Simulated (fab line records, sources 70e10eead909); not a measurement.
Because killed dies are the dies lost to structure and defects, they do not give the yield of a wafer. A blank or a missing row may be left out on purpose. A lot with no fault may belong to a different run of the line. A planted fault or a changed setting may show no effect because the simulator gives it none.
Which of the tools did it? :: flow nandHarc :: Sampling: 12 lots, 36 wafers, 5 of 1302 route steps

## WHAT THE GAUGES READ, wafer by wafer
NHARC_A_CHANNEL_HOLE_D1_INSPECT_40.
lot: L307
measured: day 9 04:09
on: defectInspect-01
rawDefectCount: 89 117 97

lot: L309
measured: day 9 15:38
on: defectInspect-02
rawDefectCount: 49 35 65

lot: L310
measured: day 10 12:36
on: defectInspect-01
rawDefectCount: 120 95 110

lot: L311
measured: day 10 21:37
on: defectInspect-01
rawDefectCount: 104 98 113

lot: L313
measured: day 11 17:37
on: defectInspect-01
rawDefectCount: 95 77 103

lot: L320
measured: day 14 21:42
on: defectInspect-02
rawDefectCount: 108 98 115

lot: L323
measured: day 15 15:35
on: defectInspect-01
rawDefectCount: 37 48 51

lot: L324
measured: day 16 07:53
on: defectInspect-02
rawDefectCount: 90 88 109

lot: L325
measured: day 16 14:16
on: defectInspect-02
rawDefectCount: 56 69 44

lot: L326
measured: day 17 03:11
on: defectInspect-02
rawDefectCount: 94 80 72

lot: L327
measured: day 18 08:30
on: defectInspect-02
rawDefectCount: 40 46 57

lot: L329
measured: day 18 11:11
on: defectInspect-01
rawDefectCount: 61 49 67

NHARC_A_CHANNEL_FILL_D1_INSPECT_13.
lot: L307
measured: day 11 10:29
on: defectInspect-01
rawDefectCount: 270 480 541

lot: L309
measured: day 11 17:07
on: defectInspect-02
rawDefectCount: 294 233 517

lot: L310
measured: day 12 15:36
on: defectInspect-02
rawDefectCount: 295 215 440

lot: L311
measured: day 13 00:05
on: defectInspect-02
rawDefectCount: 362 267 263

lot: L313
measured: day 13 18:25
on: defectInspect-02
rawDefectCount: 377 300 419

lot: L320
measured: day 16 21:29
on: defectInspect-02
rawDefectCount: 190 244 202

lot: L323
measured: day 17 19:11
on: defectInspect-01
rawDefectCount: 311 249 137

lot: L324
measured: day 18 08:33
on: defectInspect-02
rawDefectCount: 282 186 249

lot: L325
measured: day 18 14:31
on: defectInspect-02
rawDefectCount: 184 176 213

lot: L326
measured: day 19 04:26
on: defectInspect-02
rawDefectCount: 507 737 491

lot: L327
measured: day 20 09:59
on: defectInspect-02
rawDefectCount: 259 192 407

lot: L329
measured: day 20 09:59
on: defectInspect-02
rawDefectCount: 271 243 258

NHARC_END_SORT_01.
lot: L320
measured: day 29 23:02
on: prober-01
killedAtArray: 47 54 41
killedAtOther: 1 0 0
killedAtPeriphery: 2 3 4
killedDies: 50 57 45
killedOpen: 2 5 4
killedShort: 2 1 0

## EACH LOT AND THE TOOL THAT RAN IT (in order: tool; ch and the chambers of the sampled wafers; start)
lot: L307
NHARC_A_CHANNEL_FILL_D1_ETCHBACK_19: rieSi-06 ch 1,2,3, day 10 10:46
NHARC_A_DECK1_JOINT_ETCHBACK_00: rieSi-01 ch 0,1,3, day 11 21:17

lot: L309
NHARC_A_CHANNEL_FILL_D1_ETCHBACK_19: rieSi-05 ch 2,3, day 10 17:25
NHARC_A_DECK1_JOINT_ETCHBACK_00: rieSi-04 ch 1,3, day 12 03:40

lot: L310
NHARC_A_CHANNEL_FILL_D1_ETCHBACK_19: rieSi-02 ch 1,2,3, day 11 15:38
NHARC_A_DECK1_JOINT_ETCHBACK_00: rieSi-04 ch 1,2,3, day 13 02:18

lot: L311
NHARC_A_CHANNEL_FILL_D1_ETCHBACK_19: rieSi-06 ch 2,3, day 12 00:18
NHARC_A_DECK1_JOINT_ETCHBACK_00: rieSi-04 ch 0,1,3, day 13 10:57

lot: L313
NHARC_A_CHANNEL_FILL_D1_ETCHBACK_19: rieSi-05 ch 1,2,3, day 12 18:36
NHARC_A_DECK1_JOINT_ETCHBACK_00: rieSi-04 ch 0,1,2, day 14 05:01

lot: L320
NHARC_A_CHANNEL_FILL_D1_ETCHBACK_19: rieSi-05 ch 0,2, day 15 21:59
NHARC_A_DECK1_JOINT_ETCHBACK_00: rieSi-01 ch 2,3, day 17 08:04

lot: L323
NHARC_A_CHANNEL_FILL_D1_ETCHBACK_19: rieSi-02 ch 0,1,3, day 16 16:13
NHARC_A_DECK1_JOINT_ETCHBACK_00: rieSi-04 ch 2,3, day 18 05:46

lot: L324
NHARC_A_CHANNEL_FILL_D1_ETCHBACK_19: rieSi-02 ch 0,1, day 17 08:13
NHARC_A_DECK1_JOINT_ETCHBACK_00: rieSi-03 ch 0,2, day 18 19:20

lot: L325
NHARC_A_CHANNEL_FILL_D1_ETCHBACK_19: rieSi-05 ch 0,2,3, day 17 14:43
NHARC_A_DECK1_JOINT_ETCHBACK_00: rieSi-04 ch 0,3, day 19 04:43

lot: L326
NHARC_A_CHANNEL_FILL_D1_ETCHBACK_19: rieSi-02 ch 0,2,3, day 18 04:26
NHARC_A_DECK1_JOINT_ETCHBACK_00: rieSi-01 ch 1,3, day 19 14:58

lot: L327
NHARC_A_CHANNEL_FILL_D1_ETCHBACK_19: rieSi-02 ch 0,1,3, day 19 08:46
NHARC_A_DECK1_JOINT_ETCHBACK_00: rieSi-03 ch 0,2,3, day 20 20:32

lot: L329
NHARC_A_CHANNEL_FILL_D1_ETCHBACK_19: rieSi-06 ch 0,2,3, day 19 12:19
NHARC_A_DECK1_JOINT_ETCHBACK_00: rieSi-01 ch 1,2,3, day 20 20:32
- NHARC_A_CHANNEL_FILL_D1_ETCHBACK_19: etches the open film in HBr/Cl2, target depth 5 nm, time 1.7 s.
- NHARC_A_DECK1_JOINT_ETCHBACK_00: etches the open film in HBr, target depth 30 nm, time 17.4 s.

## WHAT THE TOOLS THEMSELVES READ (means of the sampled wafers that have a number; where no wafer has one, the mark that the record gives instead)
NHARC_A_CHANNEL_FILL_D1_ETCHBACK_19.
lot: L307
tool: rieSi-06
drypumpMotorCurrentA (A): 5.8
hbrFlowSccm (sccm): 149.8
oesProductAu (a.u.): 1.000
throttleValvePct (%): 26.405

lot: L309
tool: rieSi-05
drypumpMotorCurrentA (A): 5.2
hbrFlowSccm (sccm): 149.9
oesProductAu (a.u.): 0.999
throttleValvePct (%): 26.401

lot: L310
tool: rieSi-02
drypumpMotorCurrentA (A): 5.6
hbrFlowSccm (sccm): 150.0
oesProductAu (a.u.): 1.009
throttleValvePct (%): 26.394

lot: L311
tool: rieSi-06
drypumpMotorCurrentA (A): 5.8
hbrFlowSccm (sccm): 149.7
oesProductAu (a.u.): 0.993
throttleValvePct (%): 26.402

lot: L313
tool: rieSi-05
drypumpMotorCurrentA (A): 5.5
hbrFlowSccm (sccm): 150.4
oesProductAu (a.u.): 0.986
throttleValvePct (%): 26.404

lot: L320
tool: rieSi-05
drypumpMotorCurrentA (A): 6.2
hbrFlowSccm (sccm): 149.8
oesProductAu (a.u.): 0.998
throttleValvePct (%): 26.405

lot: L323
tool: rieSi-02
drypumpMotorCurrentA (A): 5.6
hbrFlowSccm (sccm): 149.9
oesProductAu (a.u.): 1.008
throttleValvePct (%): 26.398

lot: L324
tool: rieSi-02
drypumpMotorCurrentA (A): 5.4
hbrFlowSccm (sccm): 150.1
oesProductAu (a.u.): 1.002
throttleValvePct (%): 26.401

lot: L325
tool: rieSi-05
drypumpMotorCurrentA (A): 5.7
hbrFlowSccm (sccm): 149.9
oesProductAu (a.u.): 1.017
throttleValvePct (%): 26.410

lot: L326
tool: rieSi-02
drypumpMotorCurrentA (A): 5.8
hbrFlowSccm (sccm): 149.7
oesProductAu (a.u.): 1.005
throttleValvePct (%): 26.398

lot: L327
tool: rieSi-02
drypumpMotorCurrentA (A): 5.7
hbrFlowSccm (sccm): 150.0
oesProductAu (a.u.): 1.011
throttleValvePct (%): 26.407

lot: L329
tool: rieSi-06
drypumpMotorCurrentA (A): 6.0
hbrFlowSccm (sccm): 149.5
oesProductAu (a.u.): 0.999
throttleValvePct (%): 26.400

NHARC_A_DECK1_JOINT_ETCHBACK_00.
lot: L307
tool: rieSi-01
drypumpMotorCurrentA (A): 6.0
hbrFlowSccm (sccm): 149.8
oesProductAu (a.u.): 1.000
runLengthS (s): 38.7
throttleValvePct (%): 23.263

lot: L309
tool: rieSi-04
drypumpMotorCurrentA (A): 5.9
hbrFlowSccm (sccm): 149.8
oesProductAu (a.u.): 1.019
runLengthS (s): 38.4
throttleValvePct (%): 23.272

lot: L310
tool: rieSi-04
drypumpMotorCurrentA (A): 5.8
hbrFlowSccm (sccm): 150.0
oesProductAu (a.u.): 0.997
runLengthS (s): 38.3
throttleValvePct (%): 23.263

lot: L311
tool: rieSi-04
drypumpMotorCurrentA (A): 5.8
hbrFlowSccm (sccm): 150.1
oesProductAu (a.u.): 1.005
runLengthS (s): 35.2
throttleValvePct (%): 23.276

lot: L313
tool: rieSi-04
drypumpMotorCurrentA (A): 5.7
hbrFlowSccm (sccm): 150.3
oesProductAu (a.u.): 0.991
runLengthS (s): 35.1
throttleValvePct (%): 23.280

lot: L320
tool: rieSi-01
drypumpMotorCurrentA (A): 6.0
hbrFlowSccm (sccm): 150.4
oesProductAu (a.u.): 1.008
runLengthS (s): 39.0
throttleValvePct (%): 23.259

lot: L323
tool: rieSi-04
drypumpMotorCurrentA (A): 5.6
hbrFlowSccm (sccm): 149.9
oesProductAu (a.u.): 1.001
runLengthS (s): 38.7
throttleValvePct (%): 23.271

lot: L324
tool: rieSi-03
drypumpMotorCurrentA (A): 5.8
hbrFlowSccm (sccm): 149.6
oesProductAu (a.u.): 1.001
runLengthS (s): 39.0
throttleValvePct (%): 23.257

lot: L325
tool: rieSi-04
drypumpMotorCurrentA (A): 5.4
hbrFlowSccm (sccm): 150.1
oesProductAu (a.u.): 0.997
runLengthS (s): 38.9
throttleValvePct (%): 23.259

lot: L326
tool: rieSi-01
drypumpMotorCurrentA (A): 6.2
hbrFlowSccm (sccm): 150.1
oesProductAu (a.u.): 1.004
runLengthS (s): 39.2
throttleValvePct (%): 23.265

lot: L327
tool: rieSi-03
drypumpMotorCurrentA (A): 5.5
hbrFlowSccm (sccm): 149.9
oesProductAu (a.u.): 1.011
runLengthS (s): 39.0
throttleValvePct (%): 23.261

lot: L329
tool: rieSi-01
drypumpMotorCurrentA (A): 6.1
hbrFlowSccm (sccm): 150.1
oesProductAu (a.u.): 1.011
runLengthS (s): 39.1
throttleValvePct (%): 23.261

## THE ANSWER, worked out from the rows above alone
Rule: usual is defined by the lots themselves. The widest of any qualifying gaps counts: lots, ordered by their means at a reading, are off when they make up no more than a third of the lots, leave a main group of 4 or more, and stand apart from it by 3 or more times the standard deviation of that group's means. The tables above print the reading to a certain number of digits; a main group whose means all agree to those digits is not used. Also off: a lot with no number at a reading for which 4 or more lots have one. Any other lot the step has rows for is counted as sound. The gauges are gone through in route order, then the tools' own readings, and for those a lot's mean is taken as printed above. The first step at which some lot is off is used, and at that step the reading that is off furthest; a lot without a number counts as furthest.
Off, at NHARC_A_DECK1_JOINT_ETCHBACK_00 on runLengthS: L311, L313. The main group: mean 38.8 s, standard deviation 0.28.
A tool fits if, at that step or a process step before it, it ran every lot that is off, and no sound lot after the first of them. None of those tried fits.

## WHAT HAD BEEN PUT IN BY THE SIMULATOR
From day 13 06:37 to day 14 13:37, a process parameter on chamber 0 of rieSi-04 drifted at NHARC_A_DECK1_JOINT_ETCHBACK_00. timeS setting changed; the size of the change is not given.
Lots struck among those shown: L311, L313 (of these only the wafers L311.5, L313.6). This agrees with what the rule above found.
